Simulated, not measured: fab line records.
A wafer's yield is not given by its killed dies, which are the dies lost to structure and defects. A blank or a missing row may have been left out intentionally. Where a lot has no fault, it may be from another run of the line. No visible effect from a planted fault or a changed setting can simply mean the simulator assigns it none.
Matching of chambers / flow nand harc / 3 sister chambers for NHARC_A_CHANNEL_HOLE_D2_DEP_01 on pecvd-04
The step deposits SiON, target thk 140 nm. 14 wafers are shown with their chamber, then 7 later ones without.

== WAFERS, EACH WITH ITS CHAMBER ==
wafer=L258.1; chamber=1; heater power w (W)=883
wafer=L258.3; chamber=2; heater power w (W)=771
wafer=L258.5; chamber=2; heater power w (W)=771
wafer=L259.3; chamber=1; heater power w (W)=913
wafer=L259.5; chamber=2; heater power w (W)=750
wafer=L259.6; chamber=0; heater power w (W)=706
wafer=L260.4; chamber=1; heater power w (W)=894
wafer=L260.5; chamber=2; heater power w (W)=648
wafer=L260.6; chamber=0; heater power w (W)=814
wafer=L265.2; chamber=1; heater power w (W)=810
wafer=L265.3; chamber=0; heater power w (W)=783
wafer=L265.4; chamber=0; heater power w (W)=786
wafer=L273.3; chamber=2; heater power w (W)=731
wafer=L273.5; chamber=1; heater power w (W)=759

SIGNATURES, as means of the wafers listed above
reading=heater power w; chamber 0=772.25; chamber 1=851.80; chamber 2=734.20; scatter within a chamber=55.3
Rule: a wafer lies at a distance from a chamber equal to the root of the sum of squares, over the readings, of (its reading less the chamber's mean, divided by the reading's scatter). If the next closest chamber is less than 2 further off than the closest, the wafer can't be placed; otherwise it belongs to the closest. The scatter: the root of (the sum of the squares of (reading less its chamber's mean) over the shown wafers, divided by (wafers less chambers)).

== WAFERS WITHOUT THEIR CHAMBER ==
wafer=L273.6; heater power w (W)=734
wafer=L276.1; heater power w (W)=682
wafer=L276.5; heater power w (W)=706
wafer=L276.6; heater power w (W)=900
wafer=L277.1; heater power w (W)=694
wafer=L277.4; heater power w (W)=735
wafer=L277.5; heater power w (W)=891

== WHICH CHAMBER EACH ONE RAN IN ==
wafer=L273.6; from the rows above=can't be placed: 2 or 0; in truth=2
wafer=L276.1; from the rows above=can't be placed: 2 or 0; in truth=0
wafer=L276.5; from the rows above=can't be placed: 2 or 0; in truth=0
wafer=L276.6; from the rows above=can't be placed: 1 or 0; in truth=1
wafer=L277.1; from the rows above=can't be placed: 2 or 0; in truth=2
wafer=L277.4; from the rows above=can't be placed: 2 or 0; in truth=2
wafer=L277.5; from the rows above=can't be placed: 1 or 0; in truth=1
Correctly placed: 0 of 7. From these rows, 7 cannot be placed; in 7 the true chamber is one of the candidates. 0 placed wrongly.
